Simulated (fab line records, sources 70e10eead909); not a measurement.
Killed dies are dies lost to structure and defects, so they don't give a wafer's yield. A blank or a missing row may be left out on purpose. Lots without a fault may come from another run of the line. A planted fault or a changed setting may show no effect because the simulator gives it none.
Problem report in the 8D (eight disciplines) form, filled by code | flow nand_harc | the parts of the form that need people (team, actions taken, sign-off) are left out

1. THE PROBLEM
killed_at_periphery at NHARC_END_SORT_01 reads a mean of 623.8 on 6 wafers of 2 lots; wafers without a fault read 3.5 with a standard deviation of 2.2. That is +99 or more standard deviations from the usual mean.
First seen on wafer L909.3, day 32 19:23, on prober-01. The record holds 36 wafers of 12 lots with a number at this step. Rule for "out", or "out of limits": more than 4 standard deviations from the usual mean. The other wafers with a number count as sound.

2. WHAT IT IS AND WHAT IT IS NOT
question                    | is                                                     | is not
which readings at this step | killed_at_periphery, defect_limited_yield, killed_dies | killed_at_array, killed_open, killed_short
which lots                  | L909, L910                                             | L888, L889, L892, L893, L894, L896, L898, L900, L905, L911
which wafers of those lots  | all that have a number                                 | -
read on which gauges        | prober-01                                              | prober-02
when                        | from day 32 19:23                                      | up to then (27 sound wafers); but 3 sound wafers of L911 came after

3. SUSPECTS, AND WHAT RULES EACH OUT
Counting: a tool at a process step up to the reading stays a suspect if it ran every lot that is out and no sound lot after the first of them.
- the gauge at NHARC_END_SORT_01: ruled out. All the wafers that are out were read on prober-01, but those of them that NHARC_P_BONDPAD_ETCH_24 has rows for are out there too, on other tools.
- rie_diel-03 at NHARC_P_BONDPAD_ETCH_24 (etches the open film in CF4/N2, target depth 30 nm, time 72.99 s): kept. It ran every lot that is out, first L909 (day 15 03:49), and no sound lot after that; its last sound lot up to then is L905 (day 13 13:55). Its own readings are out on those wafers: run_length_s.
Left after counting: rie_diel-03 at NHARC_P_BONDPAD_ETCH_24.

4. THE CAUSE (what the simulator had put in)
Process parameter drift: rie_diel-03, from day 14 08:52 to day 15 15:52, at NHARC_P_BONDPAD_ETCH_24. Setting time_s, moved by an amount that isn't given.
Counting left only this tool.

5. THE CHAIN OF EFFECTS, in route order
Each row: a reading whose mean over the struck wafers that have a number lies more than 3 standard deviations from the usual. Only readings for which the record gives a usual standard deviation are gone through. hours: the time from each lot's start at the first step in this table that gives one to its start at this step, as a median over the lots. sigmas: the change in usual standard deviations.
hours | step                    | reading              | usual  | on struck wafers | change | sigmas
0     | NHARC_P_BONDPAD_ETCH_24 | run_length_s         | 94.6 s | 61.6             | -33.0  | -77
422   | NHARC_END_SORT_01       | defect_limited_yield | 90.9 % | 0.0              | -90.9  | -35
422   | NHARC_END_SORT_01       | killed_at_periphery  | 3.5    | 623.8            | +620.3 | +99 or more
422   | NHARC_END_SORT_01       | killed_dies          | 62     | 677              | +615   | +34
The process steps in it:
- NHARC_P_BONDPAD_ETCH_24: etches the open film in CF4/N2, target depth 30 nm, time 72.99 s.

6. WHAT WOULD HAVE CAUGHT IT SOONER
In this record the first reading out of limits at a measuring or inspecting step was taken at day 32 19:23, 443 hours after the fault began at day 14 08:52.
The tool's own readings at NHARC_P_BONDPAD_ETCH_24 were out on every struck wafer that the step has a row for (run_length_s): an alarm limit on them would have fired on the first of those.
All the lots that are out (2) had begun NHARC_P_BONDPAD_ETCH_24 on rie_diel-03 by day 32 19:23. A hold on the tool at that time would have spared none of them.
